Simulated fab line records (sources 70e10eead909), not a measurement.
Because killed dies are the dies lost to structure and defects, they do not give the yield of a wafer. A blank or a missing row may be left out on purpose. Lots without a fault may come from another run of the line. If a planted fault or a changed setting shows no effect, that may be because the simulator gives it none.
Code-filled problem report in 8D (eight disciplines) form -- flow nand-harc -- the parts of the form that need people (team, actions taken, sign-off) are left out

== 1. WHAT IS WRONG ==
Wafers with no fault read 4.5 with a standard deviation of 2.5, whereas raw-defect-count at NHARC_P_M0_INSPECT_11 reads a mean of 300.0 on 1 wafer of 1 lot. That is +99 or more standard deviations from the usual mean.
Earliest sighting: wafer L410.5 on defect-inspect-01 at day 10 18:29. Wafers with a number at this step in the record: 39, from 13 lots. Rule for "out" (also "out of limits"): further than 4 standard deviations from the usual mean. All remaining wafers that have a number are taken as sound.

== 2. WHAT THIS IS AND IS NOT ==
question,is,is not
which readings at this step,raw-defect-count,-
which lots,L410,"L400, L401, L402, L404, L405, L408, L417, L418, L419, L420, L421, L422"
which wafers of those lots,L410.5,"L410.3, L410.6"
read on which gauges,defect-inspect-01,defect-inspect-02
when,from day 10 18:29,"up to then (20 sound wafers); but 18 sound wafers of L417, L418, L419, L420, L421, L422 came after"

== 3. SUSPECTS, AND WHAT RULES EACH OUT ==
Counting: any tool at a process step up to the reading remains a suspect provided it ran every lot that is out. Sound lots after the first of them don't rule it out here, since some wafers of a struck lot are sound.
- the gauge at NHARC_P_M0_INSPECT_11 is ruled out. All the wafers that are out were read on defect-inspect-01, but those of them that NHARC_END_SORT_01 has rows for are out there too, on other tools.
- cmp-03 at NHARC_P_CONTACT_CMP_24 (polishes, t overpolish 30 s, target thk 200 nm): kept. The lot that is out, L410, ran on it at day 10 17:05; the last sound lot it ran before that was L405, at day 8 14:30.
- cmp-03, NHARC_P_CONTACT_CMP_24: wafers that are out in chamber 2, sound lot-mates in chambers 0, 3.
After counting, what remains is cmp-03 at NHARC_P_CONTACT_CMP_24.

== 4. THE CAUSE (what the simulator had put in) ==
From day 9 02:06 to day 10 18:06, cmp-03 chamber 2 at NHARC_P_CONTACT_CMP_24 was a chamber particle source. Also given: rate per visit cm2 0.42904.
Only this tool survived the counting.

== 5. THE EFFECT CHAIN, in route order ==
Rows list readings where the struck wafers' mean (over those with a number) sits beyond 3 standard deviations from the usual. Only readings whose record carries a usual standard deviation are examined. hours: median over the lots of the time between each lot's start at the first step of this table that gives one and its start at this step. sigmas: the change, counted in usual standard deviations.
hours,step,reading,usual,on struck wafers,change,sigmas
0,NHARC_P_M0_INSPECT_11,raw-defect-count,4.5,300.0,+295.5,+99 or more
435,NHARC_END_SORT_01,killed-at-periphery,3.9,231.0,+227.1,+81
435,NHARC_END_SORT_01,killed-dies,59,278,+219,+17

== 6. WHAT WOULD HAVE CAUGHT IT SOONER ==
40 hours passed between the start of the fault at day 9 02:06 and the first reading out of limits at a measuring or inspecting step in this record, taken at day 10 18:29.
An alarm limit of 4 standard deviations would not have fired on the tool readings at NHARC_P_CONTACT_CMP_24 for which the record gives a usual standard deviation, since none of them was out on any struck wafer.
The start of NHARC_P_CONTACT_CMP_24 on cmp-03 came by day 10 18:29 for every one of the lots that are out (1). Holding the tool at that point would not have protected any of them.
